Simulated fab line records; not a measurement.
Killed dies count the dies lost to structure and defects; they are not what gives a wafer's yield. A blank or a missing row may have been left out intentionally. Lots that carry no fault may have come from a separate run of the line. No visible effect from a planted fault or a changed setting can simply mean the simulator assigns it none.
Problem report, 8D (eight disciplines) form, completed by code / flow n5_finfet / the parts of the form that need people (team, actions taken, sign-off) are left out

1. WHAT IS WRONG
Wafers without a fault read 164.8 s, standard deviation 2.7; run_length_s at N5_BEOL_M4_HM_STRIP_39 reads a mean of 97.6 s on 6 wafers belonging to 2 lots. Measured from the usual mean, that is -25 standard deviations.
The step: strips TiN in peroxide tin strip, target depth 25 nm, time 158 s.
The first sign was on wafer L459.3 at day 10 05:49, on wet_bench-05. The record has a number at this step for 27 wafers belonging to 9 lots. Rule for "out", or "out of limits": more than 4 standard deviations from the usual mean. The rest of the wafers with a number are treated as sound.

2. WHAT IT IS; WHAT IT IS NOT
question=which readings at this step | is=run_length_s | is not=-
question=which lots | is=L459, L463 | is not=L450, L454, L457, L467, L470, L472, L473
question=which wafers of those lots | is=all that have a number | is not=-
question=read on which tools | is=wet_bench-05 | is not=wet_bench-01, wet_bench-02
question=when | is=from day 10 05:49 | is not=up to then (9 sound wafers); but 12 sound wafers of L467, L470, L472, L473 came after

3. WHAT RULES OUT EACH SUSPECT
Counting: any tool at a process step up to the reading is kept as a suspect provided that every lot that is out went through it and no sound lot did after the first of them.
- wet_bench-05 at N5_BEOL_M4_HM_STRIP_39 (strips TiN in peroxide tin strip, target depth 25 nm, time 158 s): ruled out as a lasting fault. Following L459 (day 10 05:49), the first lot on it that is out, the sound lots L470, L472 were run on it.
Left after counting: nothing in the record.

4. THE CAUSE (what the simulator had put in)
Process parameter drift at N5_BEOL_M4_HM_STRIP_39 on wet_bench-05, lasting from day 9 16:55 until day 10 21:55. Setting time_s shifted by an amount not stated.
Counting ruled it out, wrongly.

5. SEQUENCE OF EFFECTS, ordered by route
Rows list readings where the struck wafers' mean (over those with a number) sits beyond 3 standard deviations from the usual. Scope: only readings with a usual standard deviation given in the record; hours: median across lots of the time from each lot's start at the first step in this table that gives one to its start at this step; sigmas: change in usual standard deviations.
hours=0; step=N5_BEOL_M4_HM_STRIP_39; reading=run_length_s; usual=164.8 s; on struck wafers=97.6; change=-67.2; sigmas=-25
Process steps it contains:
- N5_BEOL_M4_HM_STRIP_39: strips TiN in peroxide tin strip, target depth 25 nm, time 158 s.
Later steps that measure or inspect, where all struck wafers having a row at the step show a number for every such reading and not one has moved that far: N5_BEOL_M4_RC_MEAS_101.

6. WHAT WOULD HAVE CAUGHT IT SOONER
13 hours passed between the start of the fault at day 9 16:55 and the first reading out of limits in this record, taken at day 10 05:49.
